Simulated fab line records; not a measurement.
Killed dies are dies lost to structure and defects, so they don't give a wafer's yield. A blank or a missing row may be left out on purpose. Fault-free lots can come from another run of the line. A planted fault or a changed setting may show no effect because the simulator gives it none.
fab line records + flow nandHarc
record
- lots=5
- wafers=15
- lastDay=32
route steps=1302 shown P_M0@266 P_M1@285 END@1302
lots with no fault: from the same line, run without faults
startH: hours from the record's opening day to when the first of the lot's shown wafers began + waitH: hours elapsed since this lot's preceding step + " same as the row above + L1.1+2: a single row standing in for several wafers + - either no value or no given start + * or withheld: withheld + < > ~ a bound
route shown NAME@n: NAME is a module with steps in the file, n the number in the route of the first one + usual: mean and standard deviation over wafers with no fault + same: alike in all rows + chamber/n: place in a boat + sites: each site's reading + _std_site: their standard deviation + _edge_site: mean of outer sites minus mean of inner sites + radiusMm: for every site, how far away it sits from the centre of the wafer + mask NAME#n: copy n + behind: the most recent tool/chamber to have shaped the wafer + hold: why the lot was held/for how many hours/how that ended + device: whichever transistor did not switch (one of n, p or np) + end of line: tests run on the same wafers once the route is complete + a step without rows: its recipe alone + killed: dies that structure and defects cost at the first sort, which is not the same as the wafer's yield + map: shows each die of a wafer: x if killed, . if not, _ if none is there
set.NAME: the run value of the setting; set.NAME@STEP: its run value at that earlier step + model.NAME: the simulator's own value behind a step, which no gauge read
lots at selected steps of the route; one table per step, one row per wafer
services: the hour from which a tool's chamber was out of use, counted from the record's first day as startH (under 0 if before that day), plus the number of hours and why
## steps
# step NHARC_P_M0_DESCUM_14
# recipe
- timeS=3
- o2FlowSccm=200
- arFlowSccm=0
- biasPowerW=0
- chemistry=O2
# usual
- drypumpMotorCurrentA=5.9/0.41
- oesProductAu=0.996/0.0093
- rfVppV=57.8/0.91
- showerheadPlenumPTorr=1.90/0.088
- throttleValvePct=11.311/0.0095
| lot.wafer | tool       | chamber | startH | waitH | drypumpMotorCurrentA | oesProductAu | rfHoursCounterH | rfVppV | showerheadPlenumPTorr | throttleValvePct |
|-----------|------------|---------|--------|-------|----------------------|--------------|-----------------|--------|-----------------------|------------------|
| L337.1    | rieDiel-02 | 3       | 120.98 | 0.1   | 5.9                  | 0.987        | 25              | 57.5   | 1.88                  | 11.306           |
| L337.6    | "          | 0       | "      | "     | 5.8                  | 0.994        | -               | 56.8   | 1.77                  | 11.317           |
| L337.5    | "          | 1       | "      | "     | 5.0                  | 1.010        | -               | 58.0   | 1.79                  | 11.320           |
| L344.3    | rieDiel-05 | 1       | 186.38 | 0.2   | 6.2                  | 0.985        | 19              | 58.0   | 2.02                  | 11.325           |
| L344.4    | "          | 2       | "      | "     | 5.9                  | 0.982        | 23              | 57.1   | 1.88                  | 11.305           |
| L344.6    | "          | 3       | "      | "     | 5.8                  | 1.005        | -               | 58.0   | 1.97                  | 11.323           |
| L355.4    | rieDiel-05 | 2       | 297.03 | 0.1   | 5.9                  | 0.994        | 11              | 57.5   | 1.88                  | 11.311           |
| L355.2    | "          | 1       | "      | "     | 6.2                  | 0.988        | 10              | 59.9   | 2.02                  | 11.301           |
| L355.6    | "          | 3       | "      | "     | 5.7                  | 1.009        | -               | 59.3   | 1.96                  | 11.313           |
| L356.1    | rieDiel-05 | 0       | 310.48 | 0.1   | 6.0                  | 1.000        | 14              | 57.3   | 1.78                  | 11.307           |
| L356.2    | "          | 2       | "      | "     | 5.8                  | 0.993        | 15              | 59.5   | 1.88                  | 11.308           |
| L356.6    | "          | 0       | "      | "     | 6.0                  | 1.013        | -               | 56.2   | 1.78                  | 11.318           |
| L358.3    | rieDiel-05 | 1       | 326.45 | 0.1   | 6.2                  | 0.981        | 17              | 59.2   | 2.01                  | 11.312           |
| L358.2    | "          | 3       | "      | "     | 5.7                  | 0.997        | 14              | 57.8   | 1.96                  | 11.324           |
| L358.1    | "          | 0       | "      | "     | 6.0                  | 1.009        | 16              | 57.6   | 1.78                  | 11.302           |
# step NHARC_P_M0_ETCH_34
# recipe
- targetDepthA=400
- overetchA=120
- timeS=43.94
- ionEnergyEv=200
- n2FlowSccm=150
- h2FlowSccm=150
- arFlowSccm=0
- rfW=400
- biasW=150
- chemistry=N2/H2
# step NHARC_P_M0_ETCH_15
# recipe
- targetDepthA=1500
- overetchA=150
- timeS=82.5
- c4f8FlowSccm=withheld
- arFlowSccm=400
- rfW=600
- biasW=300
- chemistry=C4F8/Ar
# step NHARC_P_M0_CD_MEAS_16
# usual
- cdNm=89.7/0.92
| lot.wafer | tool     | chamber | startH | waitH | cdNm |
|-----------|----------|---------|--------|-------|------|
| L337.1    | cdSem-01 | -       | 121.29 | -     | 91.4 |
| L337.5    | "        | -       | "      | "     | 89.2 |
| L337.6    | "        | -       | "      | "     | 91.4 |
| L344.3    | cdSem-02 | -       | 186.67 | -     | 88.5 |
| L344.4    | "        | -       | "      | "     | 90.1 |
| L344.6    | "        | -       | "      | "     | 87.9 |
| L355.2    | cdSem-02 | -       | 297.33 | -     | 89.0 |
| L355.4    | "        | -       | "      | "     | 89.7 |
| L355.6    | "        | -       | "      | "     | 87.9 |
| L356.1    | cdSem-01 | -       | 310.77 | -     | 87.8 |
| L356.2    | "        | -       | "      | "     | 90.0 |
| L356.6    | "        | -       | "      | "     | 90.3 |
| L358.1    | cdSem-02 | -       | 326.75 | -     | 89.5 |
| L358.2    | "        | -       | "      | "     | 90.0 |
| L358.3    | "        | -       | "      | "     | 90.1 |
# step NHARC_P_M0_STRIP_18
# recipe
- powerW=1000
- n2FlowSccm=150
- h2FlowSccm=150
- arFlowSccm=0
- biasW=0
- chemistry=N2/H2
# step NHARC_P_M0_STRIP_19
# recipe
- timeS=600
- tempC=30
- chemistry=postEtchResidueRemover
# step NHARC_P_M0_DEGAS_28
# recipe
- tempC=250
- timeS=60
# step NHARC_P_M0_PRE_CLEAN_29
# recipe
- timeS=30
- tempC=280
- gas=H2/He
# usual
- heaterPowerW=389/38
| lot.wafer | tool          | chamber | startH | waitH | heaterPowerW |
|-----------|---------------|---------|--------|-------|--------------|
| L337.1    | pvdSputter-03 | -       | -      | -     | 333          |
| L337.6    | "             | -       | "      | "     | 332          |
| L337.5    | "             | -       | "      | "     | 384          |
| L344.4    | pvdSputter-02 | -       | -      | -     | 427          |
| L344.3    | "             | -       | "      | "     | 338          |
| L344.6    | "             | -       | "      | "     | 413          |
| L355.4    | pvdSputter-03 | -       | -      | -     | 402          |
| L355.2    | "             | -       | "      | "     | 338          |
| L355.6    | "             | -       | "      | "     | 331          |
| L356.1    | pvdSputter-01 | -       | -      | -     | 393          |
| L356.2    | "             | -       | "      | "     | 392          |
| L356.6    | "             | -       | "      | "     | 387          |
| L358.3    | pvdSputter-01 | -       | -      | -     | 396          |
| L358.1    | "             | -       | "      | "     | 380          |
| L358.2    | "             | -       | "      | "     | 384          |
# step NHARC_P_M0_PVD_20
# recipe
- targetThkA=50
- biasV=168.6
- powerW=15000
- chamberPressurePa=0.12
- timeS=8.06
- substrateTempC=50
- material=TaN
# usual
- substrateTempC=50.00/0.12
- throttleValvePct=30.2/0.81
| lot.wafer | tool          | chamber | startH | waitH | substrateTempC | throttleValvePct |
|-----------|---------------|---------|--------|-------|----------------|------------------|
| L337.1    | pvdSputter-03 | -       | -      | -     | 50.03          | 29.7             |
| L337.6    | "             | -       | "      | "     | 49.94          | 29.1             |
| L337.5    | "             | -       | "      | "     | 50.14          | 28.5             |
| L344.4    | pvdSputter-02 | -       | -      | -     | 50.01          | 30.9             |
| L344.3    | "             | -       | "      | "     | 49.83          | 30.6             |
| L344.6    | "             | -       | "      | "     | 50.16          | 29.6             |
| L355.2    | pvdSputter-03 | -       | -      | -     | 50.01          | 30.3             |
| L355.4    | "             | -       | "      | "     | 49.82          | 28.5             |
| L355.6    | "             | -       | "      | "     | 49.89          | 30.0             |
| L356.1    | pvdSputter-01 | -       | -      | -     | 49.87          | 29.5             |
| L356.2    | "             | -       | "      | "     | 50.08          | 30.3             |
| L356.6    | "             | -       | "      | "     | 49.86          | 29.7             |
| L358.2    | pvdSputter-01 | -       | -      | -     | 50.09          | 30.9             |
| L358.3    | "             | -       | "      | "     | 49.84          | 29.7             |
| L358.1    | "             | -       | "      | "     | 50.01          | 31.3             |
# step NHARC_P_M0_PVD_21
# recipe
- targetThkA=300
- chamberPressurePa=5
- powerW=5000
- substrateTempC=30
- timeS=20.49
- material=Cu
# usual
- substrateTempC=30.01/0.11
- throttleValvePct=30.3/0.84
| lot.wafer | tool          | chamber | startH | waitH | substrateTempC | throttleValvePct |
|-----------|---------------|---------|--------|-------|----------------|------------------|
| L337.1    | pvdSputter-03 | -       | -      | -     | 29.94          | 30.2             |
| L337.6    | "             | -       | "      | "     | 29.86          | 29.0             |
| L337.5    | "             | -       | "      | "     | 29.78          | 28.4             |
| L344.3    | pvdSputter-02 | -       | -      | -     | 29.89          | 31.0             |
| L344.4    | "             | -       | "      | "     | 29.99          | 30.5             |
| L344.6    | "             | -       | "      | "     | 29.94          | 30.8             |
| L355.2    | pvdSputter-03 | -       | -      | -     | 30.26          | 30.2             |
| L355.4    | "             | -       | "      | "     | 30.11          | 28.3             |
| L355.6    | "             | -       | "      | "     | 30.01          | 28.5             |
| L356.1    | pvdSputter-01 | -       | -      | -     | 30.09          | 30.4             |
| L356.2    | "             | -       | "      | "     | 30.02          | 31.4             |
| L356.6    | "             | -       | "      | "     | 30.00          | 30.4             |
| L358.3    | pvdSputter-01 | -       | -      | -     | 29.87          | 30.9             |
| L358.1    | "             | -       | "      | "     | 30.00          | 30.2             |
| L358.2    | "             | -       | "      | "     | 30.06          | 31.7             |
# step NHARC_P_M0_ECD_22
# recipe
- targetThkA=4000
- bathTempC=25
- material=Cu
# step NHARC_P_M0_ANNEAL_30
# recipe
- tempC=225
- timeS=90
# step NHARC_P_M0_CMP_23
# recipe
- tOverpolishS=20
- targetThkNm=117.54
# usual
- motorCurrentA=12.0/1.3
- slurryFlowMlMin=150.0/0.45
- timeToEndpointS=29.1/2.5
| lot.wafer | tool   | chamber | startH | waitH | motorCurrentA | slurryFlowMlMin | timeToEndpointS |
|-----------|--------|---------|--------|-------|---------------|-----------------|-----------------|
| L337.1    | cmp-01 | 3       | 123.11 | -     | 11.8          | 150.2           | 30.2            |
| L337.5    | "      | 1       | "      | "     | 14.7          | 150.0           | 26.9            |
| L337.6    | "      | 2       | "      | "     | 10.7          | 150.2           | 31.5            |
| L344.3    | cmp-04 | 1       | 188.49 | -     | 11.4          | 149.1           | 28.3            |
| L344.4    | "      | 2       | "      | "     | 11.4          | 150.0           | 28.2            |
| L344.6    | "      | 1       | "      | "     | 12.2          | 149.6           | 28.6            |
| L355.2    | cmp-01 | 2       | 299.08 | -     | 11.2          | 150.7           | 32.3            |
| L355.4    | "      | 3       | "      | "     | 12.4          | 149.8           | 28.6            |
| L355.6    | "      | 1       | "      | "     | 14.4          | 149.3           | 27.1            |
| L356.1    | cmp-04 | 3       | 312.49 | -     | 12.4          | 149.8           | 31.3            |
| L356.2    | "      | 0       | "      | "     | 10.0          | 150.3           | 26.6            |
| L356.6    | "      | 2       | "      | "     | 12.4          | 150.5           | 26.3            |
| L358.1    | cmp-03 | 3       | 328.49 | -     | 14.6          | 149.9           | 27.4            |
| L358.3    | "      | 0       | "      | "     | 11.1          | 149.9           | 30.4            |
| L358.2    | "      | 1       | "      | "     | 13.3          | 150.0           | 30.5            |
# step NHARC_P_M0_THK_MEAS_24
# recipe
- thkMeasGauge=xrf
# usual
- thkNm=118.0/1.5
| lot.wafer | tool         | chamber | startH | waitH | thkNm |
|-----------|--------------|---------|--------|-------|-------|
| L337.1    | filmMetro-02 | -       | 123.37 | -     | 118.6 |
| L337.5    | "            | -       | "      | "     | 117.0 |
| L337.6    | "            | -       | "      | "     | 118.2 |
| L344.3    | filmMetro-02 | -       | 188.78 | -     | 117.1 |
| L344.4    | "            | -       | "      | "     | 118.7 |
| L344.6    | "            | -       | "      | "     | 116.9 |
| L355.2    | filmMetro-01 | -       | 299.36 | -     | 118.0 |
| L355.4    | "            | -       | "      | "     | 120.1 |
| L355.6    | "            | -       | "      | "     | 116.6 |
| L356.1    | filmMetro-02 | -       | 312.78 | -     | 120.4 |
| L356.2    | "            | -       | "      | "     | 118.9 |
| L356.6    | "            | -       | "      | "     | 116.1 |
| L358.1    | filmMetro-01 | -       | 328.81 | -     | 115.9 |
| L358.2    | "            | -       | "      | "     | 117.5 |
| L358.3    | "            | -       | "      | "     | 118.0 |
# step NHARC_P_M0_SRD_25
# step NHARC_P_M0_INSPECT_27
# usual
- rawDefectCount=304/120
| lot.wafer | tool             | chamber | startH | waitH | rawDefectCount |
|-----------|------------------|---------|--------|-------|----------------|
| L337.1    | defectInspect-02 | -       | 123.53 | 0.0   | 178            |
| L337.5    | "                | -       | "      | "     | 359            |
| L337.6    | "                | -       | "      | "     | 264            |
| L344.3    | defectInspect-02 | -       | 188.94 | 0.0   | 476            |
| L344.4    | "                | -       | "      | "     | 560            |
| L344.6    | "                | -       | "      | "     | 555            |
| L355.2    | defectInspect-02 | -       | 299.52 | 0.0   | 199            |
| L355.4    | "                | -       | "      | "     | 328            |
| L355.6    | "                | -       | "      | "     | 142            |
| L356.1    | defectInspect-01 | -       | 312.93 | 0.0   | 268            |
| L356.2    | "                | -       | "      | "     | 368            |
| L356.6    | "                | -       | "      | "     | 338            |
| L358.1    | defectInspect-02 | -       | 328.97 | 0.0   | 241            |
| L358.2    | "                | -       | "      | "     | 223            |
| L358.3    | "                | -       | "      | "     | 240            |
# step NHARC_P_M0_PRE_CLEAN_31
# recipe
- timeS=12
- tempC=370
- rfPowerW=300
- gas=NH3
# step NHARC_P_M0_DEP_32
# recipe
- targetThkA=300
- tempC=370
- targetThkNm=30
- pressureTorr=3
- flowSccm=200
- rfW=450
- material=SiCN
# step NHARC_P_M1_DEP_00
# recipe
- targetThkA=1825
- targetThkNm=182.5
- tempC=withheld
- pressureTorr=5
- flowSccm=200
- rfW=600
- material=SiOC
# step NHARC_P_M1_DEHYDRATE_01
# recipe
- tempC=150
- timeS=120
# step NHARC_P_M1_HMDS_02
# recipe
- timeS=30
# step NHARC_P_M1_COAT_34
# recipe
- tempC=200
- timeS=65
# step NHARC_P_M1_COAT_03
# recipe
- spinRpm=1500
- resistThkNm=90
# step NHARC_P_M1_SOFTBAKE_04
# recipe
- tempC=105
- timeS=55
# step NHARC_P_M1_EBR_05
# step NHARC_P_M1_EXPOSE_06
# recipe
- na=1.35
- targetCdNm=130
- doseMj=81.88
- maskId=P_M1
# step NHARC_P_M1_PEB_07
# recipe
- pebTempC=100
- pebTimeS=65
# step NHARC_P_M1_DEVELOP_08
# recipe
- developTimeS=35
- devTempC=23
# step NHARC_P_M1_CD_MEAS_09
# recipe
- targetCdNm=130
- landingEnergyEv=500
# usual
- cdNm=129.5/0.57
| lot.wafer | tool     | chamber | startH | waitH | cdNm  |
|-----------|----------|---------|--------|-------|-------|
| L337.1    | cdSem-03 | 0       | 124.93 | -     | 129.3 |
| L337.5    | "        | 0       | "      | "     | 129.3 |
| L337.6    | "        | 0       | "      | "     | 129.2 |
| L344.3    | cdSem-02 | 0       | 190.34 | -     | 129.6 |
| L344.4    | "        | 0       | "      | "     | 129.7 |
| L344.6    | "        | 0       | "      | "     | 129.4 |
| L355.2    | cdSem-01 | 0       | 300.80 | -     | 129.3 |
| L355.4    | "        | 0       | "      | "     | 129.2 |
| L355.6    | "        | 0       | "      | "     | 129.6 |
| L356.1    | cdSem-02 | 0       | 314.20 | -     | 128.8 |
| L356.2    | "        | 0       | "      | "     | 128.7 |
| L356.6    | "        | 0       | "      | "     | 128.9 |
| L358.1    | cdSem-03 | 0       | 330.35 | -     | 130.1 |
| L358.2    | "        | 0       | "      | "     | 129.4 |
| L358.3    | "        | 0       | "      | "     | 129.5 |
# step NHARC_P_M1_OVL_MEAS_10
# recipe
- pitchNm=260
# usual
- overlayXNm=-0.1/0.86
- overlayYNm=0.2/0.66
| lot.wafer | tool       | chamber | startH | waitH | overlayXNm | overlayYNm |
|-----------|------------|---------|--------|-------|------------|------------|
| L337.1    | overlay-02 | -       | 125.02 | -     | 1.5        | -0.5       |
| L337.5    | "          | -       | "      | "     | 1.0        | -0.5       |
| L337.6    | "          | -       | "      | "     | 1.1        | -0.4       |
| L344.3    | overlay-02 | -       | 190.42 | -     | 1.1        | 1.0        |
| L344.4    | "          | -       | "      | "     | 1.3        | 1.0        |
| L344.6    | "          | -       | "      | "     | 0.8        | 0.8        |
| L355.2    | overlay-02 | -       | 300.88 | -     | 0.3        | -0.2       |
| L355.4    | "          | -       | "      | "     | 0.3        | -0.5       |
| L355.6    | "          | -       | "      | "     | 0.2        | 0.0        |
| L356.1    | overlay-02 | -       | 314.29 | -     | -0.8       | -0.9       |
| L356.2    | "          | -       | "      | "     | -1.8       | -1.7       |
| L356.6    | "          | -       | "      | "     | -0.5       | -0.7       |
| L358.1    | overlay-01 | -       | 330.44 | -     | -0.9       | 0.0        |
| L358.2    | "          | -       | "      | "     | -1.2       | 0.0        |
| L358.3    | "          | -       | "      | "     | -0.9       | 0.4        |
# step NHARC_P_M1_INSPECT_11
# usual
- rawDefectCount=4.4/2.6
| lot.wafer | tool             | chamber | startH | waitH | rawDefectCount |
|-----------|------------------|---------|--------|-------|----------------|
| L337.1    | defectInspect-01 | -       | 125.06 | 0.0   | 5              |
| L337.5    | "                | -       | "      | "     | 7              |
| L337.6    | "                | -       | "      | "     | 8              |
| L344.3    | defectInspect-01 | -       | 190.46 | 0.0   | 262            |
| L344.4    | "                | -       | "      | "     | 267            |
| L344.6    | "                | -       | "      | "     | 279            |
| L355.2    | defectInspect-01 | -       | 300.92 | 0.0   | 4              |
| L355.4    | "                | -       | "      | "     | 4              |
| L355.6    | "                | -       | "      | "     | 2              |
| L356.1    | defectInspect-02 | -       | 314.33 | 0.0   | 3              |
| L356.2    | "                | -       | "      | "     | 2              |
| L356.6    | "                | -       | "      | "     | 4              |
| L358.1    | defectInspect-01 | -       | 330.47 | 0.0   | 5              |
| L358.2    | "                | -       | "      | "     | 5              |
| L358.3    | "                | -       | "      | "     | 7              |
# step NHARC_P_M1_DESCUM_14
# recipe
- timeS=3
- o2FlowSccm=200
- arFlowSccm=0
- biasPowerW=0
- chemistry=O2
# usual
- drypumpMotorCurrentA=5.8/0.5
- oesProductAu=1.000/0.0096
- rfVppV=57.7/0.91
- showerheadPlenumPTorr=1.90/0.075
- throttleValvePct=11.310/0.0093
| lot.wafer | tool       | chamber | startH | waitH | drypumpMotorCurrentA | oesProductAu | rfHoursCounterH | rfVppV | showerheadPlenumPTorr | throttleValvePct |
|-----------|------------|---------|--------|-------|----------------------|--------------|-----------------|--------|-----------------------|------------------|
| L337.1    | rieDiel-04 | 2       | 125.12 | 0.1   | 5.5                  | 1.004        | 7               | 57.0   | 1.90                  | 11.321           |
| L337.5    | "          | 2       | "      | "     | 5.5                  | 0.999        | -               | 58.7   | 1.90                  | 11.309           |
| L337.6    | "          | 3       | "      | "     | 6.5                  | 1.004        | -               | 58.4   | 1.84                  | 11.307           |
| L344.4    | rieDiel-04 | 3       | 190.52 | 0.1   | 6.5                  | 1.002        | 0               | 57.8   | 1.84                  | 11.310           |
| L344.3    | "          | 1       | "      | "     | 5.7                  | 0.995        | 0               | 58.1   | 1.98                  | 11.308           |
| L344.6    | "          | 0       | "      | "     | 4.9                  | 1.002        | -               | 57.2   | 1.98                  | 11.305           |
| L355.2    | rieDiel-04 | 0       | 300.99 | 0.1   | 4.9                  | 1.008        | 6               | 59.7   | 1.98                  | 11.317           |
| L355.4    | "          | 2       | "      | "     | 5.5                  | 0.988        | 7               | 57.3   | 1.90                  | 11.326           |
| L355.6    | "          | 0       | "      | "     | 4.9                  | 0.996        | -               | 58.8   | 1.98                  | 11.307           |
| L356.2    | rieDiel-07 | 1       | 314.40 | 0.1   | 5.4                  | 1.014        | 1               | 57.8   | 1.84                  | 11.301           |
| L356.1    | "          | 2       | "      | "     | 5.5                  | 0.996        | 1               | 57.8   | 1.85                  | 11.295           |
| L356.6    | "          | 0       | "      | "     | 5.9                  | 0.998        | -               | 57.5   | 1.84                  | 11.332           |
| L358.3    | rieDiel-13 | 0       | 330.53 | 0.1   | 6.2                  | 0.990        | 57              | 58.7   | 1.91                  | 11.310           |
| L358.2    | "          | 1       | "      | "     | 6.3                  | 1.006        | 54              | 57.7   | 1.79                  | 11.310           |
| L358.1    | "          | 2       | "      | "     | 5.3                  | 1.010        | 48              | 56.3   | 1.83                  | 11.302           |
# step NHARC_END_SORT_01
# recipe
- tempC=25
# usual
- defectLimitedYield=91.4/2.7
- killedAtArray=53/18
- killedAtOther=1.0/1.2
- killedAtPeriphery=3.6/2.4
- killedDies=58/18
- killedOpen=3.4/1.8
- killedShort=2.3/1.5
- sort_bin_2_pct=3.1/1.2
- sort_bin_3_pct=0.7/0.39
- sort_bin_4_pct=4.8/1.6
- sortNPass=619/18
- sortRimYieldPct=88/4.1
- sortYieldPct=91.4/2.7
# same
- grossDies=677
- sort_bin_5_pct[%]=0
- sort_bin_6_pct[%]=0
- sort_bin_7_pct[%]=0
- sort_bin_8_pct[%]=0
- sortRimNGross=106.00
| lot.wafer | tool      | chamber | startH | waitH | defectLimitedYield[%] | killedAtArray | killedAtOther | killedAtPeriphery | killedDies | killedOpen | killedShort | sort_bin_2_pct[%] | sort_bin_3_pct[%] | sort_bin_4_pct[%] | sortNPass | sortRimYieldPct[%] | sortYieldPct[%] |
|-----------|-----------|---------|--------|-------|-----------------------|---------------|---------------|-------------------|------------|------------|-------------|-------------------|-------------------|-------------------|-----------|--------------------|-----------------|
| L344.3    | prober-02 | 0       | 635.49 | 3.1   | 64.5                  | 40            | 0             | 200               | 240        | 0          | 4           | 12.1              | 2.8               | 20.5              | 437       | 65                 | 64.5            |
| L344.4    | prober-02 | 0       | 636.29 | 3.4   | 63.4                  | 47            | 0             | 201               | 248        | 6          | 4           | 12.7              | 2.7               | 21.3              | 429       | 69                 | 63.4            |
| L344.6    | prober-02 | 0       | 637.91 | 4.0   | 61.9                  | 42            | 0             | 216               | 258        | 3          | 1           | 13.3              | 2.1               | 22.7              | 419       | 55                 | 61.9            |
| L356.1    | prober-01 | 0       | 763.73 | 2.5   | 93.5                  | 40            | 0             | 4                 | 44         | 1          | 3           | 2.2               | 0.9               | 3.4               | 633       | 84                 | 93.5            |
| L356.2    | prober-01 | 0       | 764.52 | 2.8   | 92.9                  | 43            | 2             | 3                 | 48         | 0          | 4           | 2.2               | 0.4               | 4.4               | 629       | 86                 | 92.9            |
| L356.6    | prober-01 | 0       | 767.66 | 3.9   | 92.6                  | 43            | 3             | 4                 | 50         | 3          | 4           | 2.2               | 0.1               | 5.0               | 627       | 86                 | 92.6            |
| L358.1    | prober-02 | 0       | 776.12 | 2.5   | 92.5                  | 45            | 3             | 3                 | 51         | 3          | 3           | 4.1               | 0                 | 3.4               | 626       | 87                 | 92.5            |
| L358.2    | prober-02 | 0       | 776.93 | 2.8   | 93.1                  | 41            | 2             | 4                 | 47         | 1          | 3           | 3.2               | 0.9               | 2.8               | 630       | 90                 | 93.1            |
| L358.3    | prober-02 | 0       | 777.73 | 3.1   | 91.9                  | 48            | 1             | 6                 | 55         | 2          | 4           | 2.8               | 0.9               | 4.4               | 622       | 83                 | 91.9            |
# killed by level:class
L344.3 P_M0:unspecified=199 A_CHANNEL_HOLE_D2:chamberFilmFlake=28 A_CHANNEL_HOLE_D1:chamberFilmFlake=4 A_ONON_D2:geometricParticle:short=2 A_M0:geometricParticle:short=2 A_CONTACT:chamberFilmFlake=2 P_M1:chamberFilmFlake=1 A_ZERO_WELL:chamberFilmFlake=1
L344.4 P_M0:unspecified=199 A_CHANNEL_HOLE_D2:chamberFilmFlake=31 A_CHANNEL_FILL_D1:geometricParticle:open=2 A_CONTACT:chamberFilmFlake=2 A_CHANNEL_HOLE_D1:chamberFilmFlake=2 A_ZERO_WELL:chamberFilmFlake=2 P_M0:geometricParticle:open=1 A_SOURCE_PLATE:geometricParticle:open=1
L344.6 P_M0:unspecified=214 A_CHANNEL_HOLE_D2:chamberFilmFlake=30 A_CONTACT:chamberFilmFlake=3 A_CHANNEL_HOLE_D1:chamberFilmFlake=2 P_M0:geometricParticle:open=1 A_CHANNEL_HOLE_D1:geometricParticle:open=1 A_CHANNEL_HOLE_D1:geometricParticle:short=1 A_ONON_D2:geometricParticle:open=1
L356.1 A_SLIT:chamberFilmFlake=15 A_CHANNEL_HOLE_D2:chamberFilmFlake=11 A_CHANNEL_HOLE_D1:chamberFilmFlake=8 A_CONTACT:chamberFilmFlake=3 P_GATE:geometricParticle:short=2 A_CHANNEL_FILL_D1:geometricParticle:short=1 A_BLC:geometricParticle:open=1 P_STI:chamberFilmFlake=1
L356.2 A_SLIT:chamberFilmFlake=13 A_CHANNEL_HOLE_D2:chamberFilmFlake=10 A_CHANNEL_HOLE_D1:chamberFilmFlake=8 A_STAIRCASE:chamberFilmFlake=6 A_CONTACT:chamberFilmFlake=3 A_M0:geometricParticle:short=2 THIN_TSV:chamberFilmFlake=2 P_M0:geometricParticle:short=1
L356.6 A_SLIT:chamberFilmFlake=14 A_CHANNEL_HOLE_D2:chamberFilmFlake=10 A_CHANNEL_HOLE_D1:chamberFilmFlake=8 A_CONTACT:chamberFilmFlake=6 STARTING-WAFER:geometricParticle:short=2 P_ZERO_WELL:chamberFilmFlake=2 P_M0:geometricParticle:open=1 A_CHANNEL_FILL_D1:geometricParticle:short=1
L358.1 A_SLIT:chamberFilmFlake=19 A_CHANNEL_HOLE_D1:chamberFilmFlake=7 A_CONTACT:chamberFilmFlake=7 A_M1:chamberFilmFlake=4 THIN_TSV:chamberFilmFlake=3 A_CHANNEL_FILL_D2:geometricParticle:short=2 P_CONTACT:geometricParticle:open=1 A_ONON_D1:geometricParticle:open=1
L358.2 A_SLIT:chamberFilmFlake=16 A_CONTACT:chamberFilmFlake=8 A_CHANNEL_HOLE_D1:chamberFilmFlake=5 A_M1:chamberFilmFlake=4 A_STAIRCASE:chamberFilmFlake=3 A_CHANNEL_FILL_D2:geometricParticle:short=2 THIN_TSV:chamberFilmFlake=2 P_GATE:geometricParticle:open=1
L358.3 A_SLIT:chamberFilmFlake=21 A_CONTACT:chamberFilmFlake=10 A_CHANNEL_HOLE_D1:chamberFilmFlake=6 A_M1:chamberFilmFlake=4 P_GATE:chamberFilmFlake=3 P_M0:geometricParticle:open=2 P_M0:geometricParticle:short=1 A_ONON_D1:geometricParticle:short=1
# map L344.6 (x killed, . not)
____________x____________
_________xx.xxx._________
_______x......x.xx_______
______xxxxx.xxxxxxx______
_____x..x..x.xxxxxx._____
____........xxxxx....____
____......x.x.x.xxx.x____
___x....x..xxxxx.xx...___
___.....xxx.x.xx..x...___
__........xx..x.xx.xx..__
__x..xx...x.xx.xx.....x__
_..x.x..xx.x...x..x.xxxx_
_xxxxx.xx..x...x.x.x.xx._
_...x.x.....x...x....x.x_
_x..xxx...x.xx.x...x.xxx_
_..x.....x..........x..x_
..x.x.xx.....x.x.x......x
x....xx.......x...x..x..x
x.xxxxx.x.xx.x..........x
x.x.x.........x..x....x.x
.x........x...x....x...x.
_..........x...x.x..x..._
_x.x.x.x...x.xx...x....x_
_.......xxxxx...x.....x._
_.xxx.x.x........xx.x.x._
_x..xxx.....x.x.x.x.xxx._
__xxx..x....xx.x....x..__
__x...xx...x.xx....x.x.__
___..x.x.x.x..x.x.x.x.___
___x..x.x......x.xxx..___
____...x.x..xx...x.x.____
____...x.xxx.....x...____
_____x.xxx..x.x..x.x_____
______..........x..______
_______...x.x..x.x_______
_________x..xx.._________
____________x____________
# map L356.6 (x killed, . not)
____________.____________
_________......._________
_______.xx.x......_______
______x............______
_____..............._____
____.................____
____.................____
___...................___
___...................___
__.....................__
__.....................__
_......................._
_......................._
_......................._
_....................x.._
_........x.............._
.........................
.............x...........
...........x.............
...........x.............
.......x.................
_..............x........_
_x......................_
_.x.x...x........x......_
_xxx.x.................._
_xxxx.x................._
__xxxx....x............__
__xxxx.................__
___xxx............x...___
___x.........x......x.___
____.x........x...x.x____
____.............xxxx____
_____..............x_____
______.............______
_______..........._______
_________......._________
____________.____________
## services
| tool          | chamber | startH | hours | kind   |
|---------------|---------|--------|-------|--------|
| pvdSputter-02 | -       | 104.05 | 10.0  | pm     |
| cmp-04        | -       | 111.00 | 4.0   | pm     |
| rieDiel-05    | 1       | 115.26 | 12.1  | repair |
| pvdSputter-02 | -       | 153.66 | 2.3   | repair |
| pvdSputter-03 | -       | 170.00 | 10.0  | pm     |
| rieDiel-04    | -       | 177.91 | 9.0   | pm     |
| cmp-01        | -       | 185.50 | 4.0   | pm     |
| cmp-04        | -       | 209.00 | 4.0   | pm     |
| pvdSputter-01 | -       | 212.24 | 4.9   | repair |
| pvdSputter-01 | -       | 226.04 | 10.0  | pm     |
| rieDiel-05    | -       | 229.60 | 9.0   | pm     |
| pvdSputter-02 | -       | 239.93 | 2.7   | repair |
| pvdSputter-02 | -       | 250.48 | 2.4   | repair |
| cmp-01        | -       | 253.53 | 3.7   | repair |
| rieDiel-04    | 1       | 259.50 | 9.0   | repair |
| rieDiel-05    | 3       | 272.43 | 5.9   | repair |
| cmp-04        | -       | 281.41 | 0.5   | repair |
| pvdSputter-02 | -       | 282.05 | 10.0  | pm     |
| rieDiel-05    | 0       | 283.35 | 2.7   | repair |
| cmp-01        | -       | 283.50 | 4.0   | pm     |
| rieDiel-04    | 1       | 289.33 | 2.8   | repair |
| cmp-04        | -       | 291.06 | 0.5   | repair |
| cmp-04        | -       | 307.00 | 4.0   | pm     |
| rieDiel-05    | 3       | 321.50 | 4.2   | repair |
## key
firstSign
- step=NHARC_P_M1_INSPECT_11
- reading=rawDefectCount
- direction=up
- sigmas=99+
- usual=4.4
- struck=269.3
effect
- step=NHARC_END_SORT_01
- reading=killedAtPeriphery
- direction=up
- sigmas=83
- usual=3.6
- struck=205.7
moreKillsBornAt
- NHARC_P_M0_CMP_23@cmp-04=612
metAt NHARC_P_M0_CMP_23
struckWafers L344.3,L344.4,L344.6
alsoFits NHARC_P_M0_PRE_CLEAN_29:pvdSputter-02,NHARC_P_M0_PVD_20:pvdSputter-02,NHARC_P_M0_PVD_21:pvdSputter-02
fault
- kind=chamberParticleSource
- tool=cmp-04
- chamber=-
- onsetH=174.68
- steps=NHARC_P_M0_CMP_23
- ratePerVisitCm2=0.40757
- endH=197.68
